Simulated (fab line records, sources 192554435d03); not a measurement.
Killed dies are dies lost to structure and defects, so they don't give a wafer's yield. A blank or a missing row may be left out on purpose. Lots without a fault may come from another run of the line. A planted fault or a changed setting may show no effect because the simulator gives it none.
A struck lot beside a sound one | flow n5_finfet | 24 steps out of a route of 1938
Sound: wafers L687.1, L687.4, L687.6. Struck: wafers L685.1, L685.3, L685.6. The cause comes at the end.
At each step with rows: each side's tool, then ch and its chambers, then its first start. Under that, the readings that differ: sound wafers | struck wafers | difference of the means | sigmas: that difference in standard deviations of wafers without a fault.
alike: readings whose means differ by less than 2 such deviations, and words and numbers that are the same on both sides. not compared: withheld readings, readings that some wafer has no value for, bounds like >300 that may hide the same value, and numbers for which the record gives no deviation and whose values overlap.
The two part at a step that has a row with sigmas, a row that says differs or no value, or rows on one side only. Numbers that don't overlap but have no deviation are shown without sigmas and don't part them. A reading that every wafer of one side lacks parts them only if that side has two wafers or more.

first, 10 steps without rows for these wafers: N5_DUMMY_GATE_SRD_26 (time 30 s); N5_DUMMY_GATE_UV_OZONE_45 (time 120 s); N5_SPACER0_ALD_07 (deposits SiNx, target thk 2 nm); N5_SPACER0_ALD_00 (deposits SiOCN, target thk 3.5 nm, pulse time 3 s, purge time 2 s); N5_SPACER0_ALD_08 (deposits SiNx, target thk 2 nm); N5_SD_EPI_N_COAT_32 (time 60 s, resist thk 350 nm); N5_SD_EPI_N_COAT_33 (time 60 s, resist thk 35 nm); N5_SD_EPI_N_COAT_03 (resist thk 150 nm); N5_SD_EPI_N_EBR_05; N5_SD_EPI_N_SOFTBAKE_04 (time 60 s).
N5_SD_EPI_N_EXPOSE_06: exposes mask SD N BLK, target cd 120 nm.
  sound on arfi_scanner-02 ch 0, day 8 20:16; struck on arfi_scanner-01 ch 0, day 8 10:44
  alike: mask, exposure_dose_mJ_cm2
then, 2 steps without rows for these wafers: N5_SD_EPI_N_PEB_07 (peb time 60 s); N5_SD_EPI_N_DEVELOP_08 (develop time 30 s).
N5_SD_EPI_N_CD_MEAS_09: target cd 120 nm.
  sound on cd_sem-01 ch 0, day 8 20:23; struck on cd_sem-01 ch 0, day 8 10:52
  alike: cd_nm
N5_SD_EPI_N_DESCUM_14: chemistry O2, time 7.9 s.
  sound on rie_diel-06 ch 0,1,2, day 8 20:30; struck on rie_diel-06 ch 0,1,2, day 8 11:00
  alike: drypump_motor_current_A, o2_flow_sccm, oes_product_au, rf_vpp_V, showerhead_plenum_p_Torr, throttle_valve_pct
  not compared: rf_hours_counter_h, model.SD_EPI_N.cd_nm
then, 7 steps without rows for these wafers: N5_SD_EPI_N_ETCH_34 (etches SiARC in CF4, target depth 45.5 nm, time 75.8 s); N5_SD_EPI_N_ETCH_35 (etches SOC in N2/H2, overetch 108 nm, time 486 s); N5_SD_EPI_N_STRIP_36 (strips in N2/H2); N5_SD_EPI_N_ETCHBACK_44 (etches SiNx in CH3F/O2, stops on SiO2, target depth 14.5 nm); N5_SD_EPI_N_ETCH_45 (etches SiOCN in CH3F/O2, target depth 6 nm); N5_SD_EPI_N_ETCH_16 (etches SiO2 in CHF3/O2, target depth 5 nm); N5_SD_EPI_N_STRIP_47 (strips in CHF3/O2).
N5_SD_EPI_N_SD_RECESS_17: chemistry HBr/Cl2/O2, target depth 41 nm, time 23.7 s, bt time 3 s.
  sound on rie_si-06 ch 0,2, day 8 21:11; struck on rie_si-05 ch 0,1,3, day 8 11:41
  alike: drypump_motor_current_A, mfc_cl2_sccm, oes_product_au, throttle_valve_pct
  not compared: rf_hours_counter_h, model.SD_EPI_N.cd_nm
then, 1 step without rows for these wafers: N5_SD_EPI_N_STRIP_38 (strips in N2/H2).

WHERE THEY PART
Nowhere in this record.

WHY: what the simulator had put in
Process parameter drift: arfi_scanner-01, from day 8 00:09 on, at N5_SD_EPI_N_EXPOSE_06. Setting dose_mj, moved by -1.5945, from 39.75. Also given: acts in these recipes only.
